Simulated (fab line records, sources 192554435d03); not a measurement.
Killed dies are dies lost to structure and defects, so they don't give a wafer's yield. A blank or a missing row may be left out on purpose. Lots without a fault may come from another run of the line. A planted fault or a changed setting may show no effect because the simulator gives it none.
Which tool did it? | flow n5_finfet | 13 lots, 35 wafers sampled, at 4 steps of a route of 1938

WHAT THE GAUGES READ, wafer by wafer
The record holds no reading of a measuring or inspecting step that can be judged against a usual standard deviation.

WHICH TOOL RAN EACH LOT (tool, then ch and the chambers of the sampled wafers, then the start)
lot  | N5_BEOL_M7_DEGAS_44          | N5_BEOL_M7_DEP_56               | N5_BEOL_M8_ILD_DEP_00           | N5_BEOL_M8_CURE_74
L354 | pvd_sputter-03, day 9 04:34  | pecvd-02 ch 1,2, day 9 06:32    | pecvd-03 ch 0,2, day 9 06:41    | uv_cure-01 ch 2, day 9 06:49
L356 | pvd_sputter-02, day 9 15:39  | pecvd-02 ch 0,1, day 9 17:58    | pecvd-03 ch 1,2, day 9 18:05    | uv_cure-03 ch 1, day 9 18:09
L358 | pvd_sputter-01, day 9 22:08  | pecvd-04 ch 1, day 9 23:37      | pecvd-03 ch 0, day 9 23:44      | uv_cure-03 ch 1, day 9 23:48
L361 | pvd_sputter-01, day 11 04:34 | pecvd-02 ch 1, day 11 08:00     | pecvd-03 ch 0, day 11 08:08     | uv_cure-03 ch 1, day 11 08:22
L364 | pvd_sputter-03, day 12 04:08 | pecvd-04 ch 0,1, day 12 05:57   | pecvd-02 ch 0,2, day 12 06:06   | uv_cure-02 ch 2, day 12 06:15
L363 | pvd_sputter-01, day 12 04:19 | pecvd-02 ch 0,1,2, day 12 06:13 | pecvd-01 ch 0,1, day 12 06:20   | uv_cure-03 ch 0, day 12 06:34
L365 | pvd_sputter-03, day 12 08:40 | pecvd-04 ch 0,1,2, day 12 10:34 | pecvd-01 ch 1,2, day 12 10:41   | uv_cure-03 ch 2, day 12 10:52
L367 | pvd_sputter-03, day 12 11:24 | pecvd-04 ch 0,2, day 12 12:59   | pecvd-01 ch 0,1,2, day 12 13:07 | uv_cure-03 ch 0, day 12 13:20
L366 | pvd_sputter-01, day 12 14:51 | pecvd-02 ch 0,1, day 12 16:28   | pecvd-02 ch 0,1,2, day 12 16:36 | uv_cure-02 ch 2, day 12 16:45
L369 | pvd_sputter-03, day 12 19:03 | pecvd-02 ch 0,2, day 12 21:05   | pecvd-02 ch 2, day 12 21:14     | uv_cure-02 ch 0, day 12 21:20
L372 | pvd_sputter-01, day 14 00:16 | pecvd-03 ch 0,2, day 14 02:19   | pecvd-02 ch 0,1, day 14 02:27   | uv_cure-03 ch 0, day 14 02:41
L375 | pvd_sputter-01, day 14 19:53 | pecvd-04 ch 0,1,2, day 14 21:23 | pecvd-01 ch 0,1,2, day 14 21:31 | uv_cure-03 ch 0, day 14 21:35
L376 | pvd_sputter-01, day 14 20:42 | pecvd-03 ch 1,2, day 14 22:14   | pecvd-01 ch 1,2, day 14 22:22   | uv_cure-01 ch 0, day 14 22:26
- N5_BEOL_M7_DEGAS_44: time 60 s.
- N5_BEOL_M7_DEP_56: deposits SiCN from 3MS/NH3, target thk 10 nm, time 17.5 s.
- N5_BEOL_M8_ILD_DEP_00: deposits SiCOH lowk from DEMS/porogen, target thk 179.75 nm, time 33.4 s.
- N5_BEOL_M8_CURE_74: cures SiCOH lowk, time 240 s.

WHAT THE TOOLS THEMSELVES READ (means of the sampled wafers that have a number; where no wafer has one, the mark that the record gives instead)
N5_BEOL_M7_DEGAS_44.
lot  | tool           | heater_power_w (W)
L354 | pvd_sputter-03 | 384
L356 | pvd_sputter-02 | 325
L358 | pvd_sputter-01 | 370
L361 | pvd_sputter-01 | 295
L364 | pvd_sputter-03 | 353
L363 | pvd_sputter-01 | 318
L365 | pvd_sputter-03 | 382
L367 | pvd_sputter-03 | 365
L366 | pvd_sputter-01 | 341
L369 | pvd_sputter-03 | 337
L372 | pvd_sputter-01 | 308
L375 | pvd_sputter-01 | 306
L376 | pvd_sputter-01 | 307

N5_BEOL_M7_DEP_56.
lot  | tool     | showerhead_plenum_p_Torr (Torr) | throttle_valve_pct (%)
L354 | pecvd-02 | 3.671                           | 9.0
L356 | pecvd-02 | 3.685                           | 9.0
L358 | pecvd-04 | 3.658                           | 9.5
L361 | pecvd-02 | 3.677                           | 9.2
L364 | pecvd-04 | 3.658                           | 9.3
L363 | pecvd-02 | 3.674                           | 9.1
L365 | pecvd-04 | 3.672                           | 9.0
L367 | pecvd-04 | 3.673                           | 8.7
L366 | pecvd-02 | 3.680                           | 9.0
L369 | pecvd-02 | 3.685                           | 9.0
L372 | pecvd-03 | 3.651                           | 9.5
L375 | pecvd-04 | 3.669                           | 8.9
L376 | pecvd-03 | 3.670                           | 9.5

N5_BEOL_M8_ILD_DEP_00.
lot  | tool     | heater_power_w (W) | showerhead_plenum_p_Torr (Torr) | susceptor_temp_C (C) | throttle_valve_pct (%)
L354 | pecvd-03 | 233                | 5.720                           | 299.98               | 14.4
L356 | pecvd-03 | 282                | 5.735                           | 300.05               | 14.2
L358 | pecvd-03 | 223                | 5.727                           | 305.21               | 14.6
L361 | pecvd-03 | 249                | 5.715                           | 305.41               | 14.5
L364 | pecvd-02 | 260                | 5.757                           | 300.06               | 13.5
L363 | pecvd-01 | 313                | 5.740                           | 299.97               | 14.0
L365 | pecvd-01 | 353                | 5.757                           | 299.93               | 13.3
L367 | pecvd-01 | 338                | 5.744                           | 300.11               | 13.8
L366 | pecvd-02 | 275                | 5.756                           | 300.14               | 13.7
L369 | pecvd-02 | 216                | 5.749                           | 299.74               | 13.3
L372 | pecvd-02 | 331                | 5.755                           | 300.05               | 13.8
L375 | pecvd-01 | 339                | 5.734                           | 300.20               | 13.8
L376 | pecvd-01 | 370                | 5.743                           | 300.00               | 13.9

N5_BEOL_M8_CURE_74.
lot  | tool       | lamp_power_pct (%) | wafer_temp_C_max
L354 | uv_cure-01 | 52.30              | 387.4
L356 | uv_cure-03 | 52.32              | 387.4
L358 | uv_cure-03 | 52.27              | 387.4
L361 | uv_cure-03 | 52.28              | 387.3
L364 | uv_cure-02 | 52.34              | 386.7
L363 | uv_cure-03 | 52.30              | 387.3
L365 | uv_cure-03 | 52.35              | 387.2
L367 | uv_cure-03 | 52.30              | 387.8
L366 | uv_cure-02 | 52.28              | 386.7
L369 | uv_cure-02 | 52.35              | 386.8
L372 | uv_cure-03 | 52.29              | 387.2
L375 | uv_cure-03 | 52.30              | 387.6
L376 | uv_cure-01 | 52.30              | 387.8

THE ANSWER, worked out from the rows above alone
Rule: what is usual is taken from the lots themselves. Put in order of their means at a reading, lots are off if they are a third of the lots or fewer, leave a main group of 4 or more, and stand apart from it by a gap of 3 or more times the standard deviation of the main group's means; of several such gaps the widest counts. A main group whose means are all the same, to the digits that the tables above print for the reading, isn't used. A lot without any number at a reading at which 4 lots or more have one is off too. The other lots that the step has rows for count as sound. The gauges are gone through in route order, then the tools' own readings, and for those a lot's mean is taken as printed above. The first step at which some lot is off is used, and at that step the reading that is off furthest; a lot without a number counts as furthest.
Off: L358, L361, at N5_BEOL_M8_ILD_DEP_00 (susceptor_temp_C). The main group: mean 300.02 C, standard deviation 0.12.
A tool fits if, at that step or a process step before it, it ran every lot that is off, and no sound lot after the first of them. One fits: pecvd-03 at N5_BEOL_M8_ILD_DEP_00. Its last sound lot is L356 (day 9 18:05), its first lot that is off L358 (day 9 23:44): a fault that began between those two fits.
The tool's own readings at N5_BEOL_M8_ILD_DEP_00 bear it out: on the lots that are off they differ by more than 5 times the standard deviation of the sound lots' means. susceptor_temp_C reads 305.31 C there against 300.02 C on the sound lots.

WHAT THE SIMULATOR HAD PUT IN
Process parameter drift: pecvd-03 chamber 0, from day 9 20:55 on, at N5_BEOL_M8_ILD_DEP_00. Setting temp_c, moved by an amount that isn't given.
Lots struck among those shown: L358, L361. The rule above found the same.
